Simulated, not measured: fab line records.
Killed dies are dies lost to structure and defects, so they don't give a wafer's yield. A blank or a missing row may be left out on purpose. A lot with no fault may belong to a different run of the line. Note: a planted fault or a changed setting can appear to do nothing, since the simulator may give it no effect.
A lot that was struck, set against a sound lot :: flow n5_finfet :: 34 steps out of a route of 1938
Sound: the wafers L299.2, L299.3, L299.6. Struck: wafer L309.2. (L309.4, L309.6 of the same lot were not struck and are left out.) The cause comes at the end.
For every step that has rows: the tool of each side, followed by ch and its chambers, followed by its first start. Under that, the readings that differ: sound wafers :: struck wafers :: difference of the means :: sigmas: that difference in standard deviations of wafers without a fault.
alike: readings whose means differ by less than 2 such deviations, and words and numbers that are the same on both sides. not compared: withheld readings, readings that some wafer has no value for, bounds like >300 that may hide the same value, and numbers for which the record gives no deviation and whose values overlap.
The two part at a step that has a row with sigmas, a row that says differs or no value, or rows on one side only. Numbers that don't overlap but have no deviation are shown without sigmas and don't part them. A reading that every wafer of one side lacks parts them only if that side has two wafers or more.

first, 9 steps without rows for these wafers: N5_BEOL_M8_DEVELOP_27 (develop time 30 s); N5_BEOL_M8_DESCUM_33 (chemistry O2, time 7 s); N5_BEOL_M8_ETCH_72 (etches underlayer in N2/H2, target depth 6.5 nm, time 5.2 s); N5_BEOL_M8_ETCH_65 (etches SiARC in CF4, target depth 15.6 nm, time 26 s); N5_BEOL_M8_ETCH_66 (etches SOC in N2/H2, target depth 80 nm, overetch 16 nm, time 120 s); N5_BEOL_M8_STRIP_69 (strips in N2/H2); N5_BEOL_M8_STRIP_73 (strips in N2/H2); N5_BEOL_M8_VIA_ETCH_34 (etches SiCOH lowk in C4F6/O2, target depth 125.5 nm, time 50.5 s); N5_BEOL_M8_STRIP_76 (strips in C4F6/O2).
N5_BEOL_M8_STRIP_36: strips in N2/H2.
  sound on rie_diel-02 ch 1,3, day 11 03:07; struck on rie_diel-02 ch 1, day 14 01:55
  alike: drypump_motor_current_A, oes_product_au, rf_vpp_V, showerhead_plenum_p_Torr, throttle_valve_pct
  not compared: rf_hours_counter_h
then, 23 steps without rows for these wafers: N5_BEOL_M8_TRENCH_ETCH_37 (etches SiCOH lowk in C4F6/O2, target depth 93.478 nm, time 31.2 s); N5_BEOL_M8_ETCH_41 (etches SiCN in CH3F/O2, target depth 31.9 nm, time 57.8 s); N5_BEOL_M8_STRIP_80 (strips in N2/H2, time 10 s); N5_BEOL_M8_HM_STRIP_39 (strips TiN in peroxide tin strip, target depth 25 nm, time 158 s); N5_BEOL_M8_SRD_40 (time 30 s); N5_BEOL_M8_PRECLEAN_42 (cleans in residue remover, time 60 s); N5_BEOL_M8_SRD_43 (time 30 s); N5_BEOL_M8_CURE_75 (cures SiCOH lowk, time 120 s); N5_BEOL_M8_DEGAS_44 (time 60 s); N5_BEOL_M8_PRE_CLEAN_45 (time 30 s); N5_BEOL_M8_ALD_77 (deposits TaN, target thk 2 nm, pulse time 2 s, purge time 3 s); N5_BEOL_M8_SURFACE_TREAT_79; N5_BEOL_M8_CVD_78 (deposits Co from CCTBA/H2, target thk 2 nm, time 142.3 s); N5_BEOL_M8_SPUTTER_48 (material Cu, target thk 10 nm, time 1.667 s); N5_BEOL_M8_ECD_50 (material Cu, target thk 300 nm); N5_BEOL_M8_ANNEAL_51 (time 90 s); N5_BEOL_M8_CMP_52 (polishes, stops on SiCOH lowk, t overpolish 6.9 s, target thk 80 nm); N5_BEOL_M8_PRE_CLEAN_55 (time 15 s); N5_BEOL_M8_DEP_56 (deposits SiCN from 3MS/NH3, target thk 10 nm, time 17.5 s); N5_BEOL_M9_ILD_DEP_00 (deposits SiCOH lowk from DEMS/porogen, target thk 308.51 nm, time 58 s); N5_BEOL_M9_CURE_71 (cures SiCOH lowk, time 240 s); N5_BEOL_M9_PECVD_70 (deposits SiO2 from TEOS/O2, target thk 20 nm, time 22.7 s); N5_BEOL_M9_HM_DEP_02 (deposits TiN, target thk 20 nm).
-- record jumps: 3 days separate the struck wafers' starts on either side; left off in module BEOL_M9, taken up again in module PASSIVATION, whose first shown step is the route's number 1936 --
N5_PASSIVATION_PROBE_49:
  the record has rows for the struck wafers here (prober-01, day 17 07:51) and none for the sound ones

== WHERE THEY PART ==
Within this record, at N5_PASSIVATION_PROBE_49 only.

WHY: the cause the simulator had injected
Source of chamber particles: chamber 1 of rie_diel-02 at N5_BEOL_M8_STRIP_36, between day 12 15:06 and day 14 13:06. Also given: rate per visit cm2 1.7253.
